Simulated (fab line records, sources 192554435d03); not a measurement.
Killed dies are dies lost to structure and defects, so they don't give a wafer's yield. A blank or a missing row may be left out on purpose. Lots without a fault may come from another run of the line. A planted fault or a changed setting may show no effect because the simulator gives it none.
Chamber matching | flow n5_finfet | N5_BEOL_M0_STRIP_142 on rie_diel-04: 4 sister chambers
The step strips in N2/H2, time 10 s. 22 wafers are shown with their chamber, then 11 later ones without.

WAFERS WITH THEIR CHAMBER
wafer  | chamber | showerhead_plenum_p_Torr (Torr) | throttle_valve_pct (%) | oes_product_au (a.u.)
L078.2 | 2       | 2.62                            | 23.9                   | 0.68
L078.4 | 1       | 2.47                            | 23.6                   | 0.85
L078.6 | 1       | 2.47                            | 23.5                   | 0.84
L079.1 | 3       | 2.52                            | 24.2                   | 0.71
L079.2 | 2       | 2.62                            | 24.0                   | 0.68
L079.4 | 0       | 2.60                            | 23.2                   | 0.97
L080.2 | 1       | 2.47                            | 23.6                   | 0.84
L080.3 | 0       | 2.60                            | 23.1                   | 0.95
L080.6 | 3       | 2.52                            | 24.2                   | 0.71
L081.1 | 3       | 2.51                            | 24.2                   | 0.71
L081.3 | 1       | 2.47                            | 23.6                   | 0.84
L081.6 | 2       | 2.62                            | 24.0                   | 0.68
L083.3 | 2       | 2.62                            | 24.0                   | 0.67
L083.4 | 0       | 2.60                            | 23.2                   | 0.93
L083.5 | 2       | 2.62                            | 24.0                   | 0.67
L084.1 | 0       | 2.60                            | 23.2                   | 0.93
L084.2 | 1       | 2.47                            | 23.6                   | 0.83
L084.4 | 3       | 2.51                            | 24.2                   | 0.71
L086.2 | 2       | 2.61                            | 24.0                   | 0.67
L086.3 | 0       | 2.60                            | 23.1                   | 0.92
L086.4 | 3       | 2.51                            | 24.2                   | 0.70
L088.2 | 0       | 2.59                            | 23.2                   | 0.91

SIGNATURES (means of the wafers above)
reading                  | chamber 0 | chamber 1 | chamber 2 | chamber 3 | scatter within a chamber
showerhead_plenum_p_Torr | 2.5983    | 2.4700    | 2.6183    | 2.5140    | 0.00399
throttle_valve_pct       | 23.167    | 23.580    | 23.983    | 24.200    | 0.0406
oes_product_au           | 0.9350    | 0.8400    | 0.6750    | 0.7080    | 0.0124
Rule: a wafer's distance from a chamber is the root of the sum, over the readings, of the square of ((its reading less the chamber's mean) divided by the reading's scatter). The wafer belongs to the nearest chamber; if the next one is less than 2 further off, it can't be placed. The scatter: the root of (the sum of the squares of (reading less its chamber's mean) over the shown wafers, divided by (wafers less chambers)).

WAFERS WITHOUT THEIR CHAMBER
wafer  | showerhead_plenum_p_Torr (Torr) | throttle_valve_pct (%) | oes_product_au (a.u.)
L088.4 | 2.61                            | 24.0                   | 0.67
L088.6 | 2.51                            | 24.2                   | 0.69
L090.4 | 2.61                            | 24.0                   | 0.66
L090.5 | 2.61                            | 24.0                   | 0.67
L090.6 | 2.46                            | 23.6                   | 0.81
L092.1 | 2.50                            | 24.2                   | 0.69
L092.2 | 2.46                            | 23.6                   | 0.81
L092.4 | 2.59                            | 23.2                   | 0.90
L096.1 | 2.61                            | 23.8                   | 0.96
L096.2 | 2.59                            | 23.2                   | 0.88
L096.3 | 2.50                            | 24.1                   | 0.97

WHICH CHAMBER EACH WENT THROUGH
wafer  | from the rows above | in truth
L088.4 | 2                   | 2
L088.6 | 3                   | 3
L090.4 | 2                   | 2
L090.5 | 2                   | 2
L090.6 | 1                   | 1
L092.1 | 3                   | 3
L092.2 | 1                   | 1
L092.4 | 0                   | 0
L096.1 | 0                   | 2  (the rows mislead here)
L096.2 | 0                   | 0
L096.3 | 1                   | 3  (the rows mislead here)
Placed correctly: 9 of 11. Can't be placed from these rows: 0. Placed wrongly: 2.
